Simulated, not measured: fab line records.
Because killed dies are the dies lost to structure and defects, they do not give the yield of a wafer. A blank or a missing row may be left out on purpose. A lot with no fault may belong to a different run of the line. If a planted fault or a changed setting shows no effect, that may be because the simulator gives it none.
Lot-split experiment / flow n5Finfet / 7 lots, 21 wafers read, on a route of 1938 steps

SPLIT DETAILS
At N5_BEOL_M0_SAQP_EXPOSE_37 (exposes mask M0 CUT1, target cd 30 nm), the setting doseMj was moved away from the recipe's 44.75 on 11 of the 21 wafers read, by -5.1% to +7.3%. The other wafers ran this setting at the recipe's value.

FROM THE SPLIT TO THE READING: what the file shows between them, 2 steps
- N5_BEOL_M0_SAQP_PEB_38: peb time 60 s
- N5_BEOL_M0_SAQP_DEVELOP_39: develop time 30 s

THE READING
cdNm, in nm, at N5_BEOL_M0_SAQP_CD_MEAS_40 (target cd 30 nm). On this fab line, fault-free wafers typically give 29.95 nm with a standard deviation of 0.25 nm.

wafer=L079.1; tool, chamber at the split=euvScanner-01, 0; doseMj as run=47.13; against the recipe=+5.3%; cdNm, nm=31.24; against lot-mates on the recipe=+1.41
wafer=L079.2; tool, chamber at the split=euvScanner-01, 0; doseMj as run=44.75; against the recipe=recipe; cdNm, nm=29.83; against lot-mates on the recipe=-
wafer=L079.6; tool, chamber at the split=euvScanner-01, 0; doseMj as run=47.13; against the recipe=+5.3%; cdNm, nm=31.33; against lot-mates on the recipe=+1.50
wafer=L081.3; tool, chamber at the split=euvScanner-01, 0; doseMj as run=44.75; against the recipe=recipe; cdNm, nm=29.93; against lot-mates on the recipe=-
wafer=L081.5; tool, chamber at the split=euvScanner-01, 0; doseMj as run=44.75; against the recipe=recipe; cdNm, nm=30.06; against lot-mates on the recipe=-
wafer=L081.6; tool, chamber at the split=euvScanner-01, 0; doseMj as run=47.85; against the recipe=+6.9%; cdNm, nm=31.35; against lot-mates on the recipe=+1.36
wafer=L082.1; tool, chamber at the split=euvScanner-01, 0; doseMj as run=48.03; against the recipe=+7.3%; cdNm, nm=31.70; against lot-mates on the recipe=+1.39
wafer=L082.2; tool, chamber at the split=euvScanner-01, 0; doseMj as run=44.75; against the recipe=recipe; cdNm, nm=30.31; against lot-mates on the recipe=-
wafer=L082.3; tool, chamber at the split=euvScanner-01, 0; doseMj as run=48.03; against the recipe=+7.3%; cdNm, nm=31.50; against lot-mates on the recipe=+1.19
wafer=L086.3; tool, chamber at the split=euvScanner-02, 0; doseMj as run=44.75; against the recipe=recipe; cdNm, nm=30.09; against lot-mates on the recipe=-
wafer=L086.5; tool, chamber at the split=euvScanner-02, 0; doseMj as run=44.75; against the recipe=recipe; cdNm, nm=29.76; against lot-mates on the recipe=-
wafer=L086.6; tool, chamber at the split=euvScanner-02, 0; doseMj as run=44.75; against the recipe=recipe; cdNm, nm=30.00; against lot-mates on the recipe=-
wafer=L088.1; tool, chamber at the split=euvScanner-02, 0; doseMj as run=42.49; against the recipe=-5.1%; cdNm, nm=28.64; against lot-mates on the recipe=-1.05
wafer=L088.2; tool, chamber at the split=euvScanner-02, 0; doseMj as run=42.49; against the recipe=-5.1%; cdNm, nm=29.03; against lot-mates on the recipe=-0.66
wafer=L088.4; tool, chamber at the split=euvScanner-02, 0; doseMj as run=44.75; against the recipe=recipe; cdNm, nm=29.69; against lot-mates on the recipe=-
wafer=L093.3; tool, chamber at the split=euvScanner-02, 0; doseMj as run=44.75; against the recipe=recipe; cdNm, nm=29.94; against lot-mates on the recipe=-
wafer=L093.4; tool, chamber at the split=euvScanner-02, 0; doseMj as run=43.73; against the recipe=-2.3%; cdNm, nm=28.96; against lot-mates on the recipe=-0.98
wafer=L093.5; tool, chamber at the split=euvScanner-02, 0; doseMj as run=43.73; against the recipe=-2.3%; cdNm, nm=29.38; against lot-mates on the recipe=-0.56
wafer=L095.1; tool, chamber at the split=euvScanner-01, 0; doseMj as run=46.58; against the recipe=+4.1%; cdNm, nm=30.87; against lot-mates on the recipe=+0.99
wafer=L095.2; tool, chamber at the split=euvScanner-01, 0; doseMj as run=44.75; against the recipe=recipe; cdNm, nm=29.88; against lot-mates on the recipe=-
wafer=L095.4; tool, chamber at the split=euvScanner-01, 0; doseMj as run=46.58; against the recipe=+4.1%; cdNm, nm=30.73; against lot-mates on the recipe=+0.85

FIT RESULTS
A straight line over all 21 wafers: cdNm changes by +0.23 nm for each +1% of doseMj; r = +0.98; the points scatter about the line by 0.19 nm.
The same after taking each lot's own level away (the mean of its wafers on the recipe; 21 wafers): +0.206 nm for each +1%; r = +0.96; scatter 0.22 nm.
That fit puts the effect of the largest move of doseMj on the reading at 1.5 nm.
The lots' own levels span 29.690 to 30.310 nm, that is 2.5 times the standard deviation above.
So the lot-to-lot level changes the slope: the two fits differ.
Check: for one of the wafers moved furthest among these (+7.3%), held out of the fit, the line's prediction against its lot-mates is +1.55 nm. Against them it came out at +1.39 nm.

THE OTHER SPLITS THESE WAFERS WENT THROUGH
Note: prior to the reading, these wafers also went through further splits. Each is held against what the fit with the lots' levels taken away leaves over:
other split on the same wafers=N5_BEOL_M0_SAQP_SPACER2_ALD_26 targetThkA; wafers away from the commonest value=2; r with cdNm (lot level and that fit taken away)=-0.07

THE WHOLE CHAIN: every reading that the file lists as answering this split, in the file's order
step=N5_BEOL_M0_SAQP_CD_MEAS_40; what it does=target cd 30 nm; reading=cdNm; change (the file's fit)=+0.205 nm for each +1% of the setting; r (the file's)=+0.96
step=N5_BEOL_M0_SAQP_DESCUM_45; what it does=chemistry O2, time 7 s; reading=BEOL_M0_SAQP.cdNm (the simulator's own value, which no gauge read); change (the file's fit)=+0.219 nm for each +1% of the setting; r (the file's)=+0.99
step=N5_BEOL_M0_SAQP_ETCH_88; what it does=etches underlayer in N2/H2, target depth 6.5 nm, time 5.2 s; reading=BEOL_M0_SAQP.cdNm (the simulator's own value, which no gauge read); change (the file's fit)=+0.21 nm for each +1% of the setting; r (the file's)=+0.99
step=N5_BEOL_M0_SAQP_ETCH_73; what it does=etches SiARC in CF4, target depth 19.5 nm, time 32.5 s; reading=BEOL_M0_SAQP.cdNm (the simulator's own value, which no gauge read); change (the file's fit)=+0.201 nm for each +1% of the setting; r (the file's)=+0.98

THE FILE'S OWN FIT
cdNm changes by +0.205 nm for each +1% of doseMj, r = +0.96.
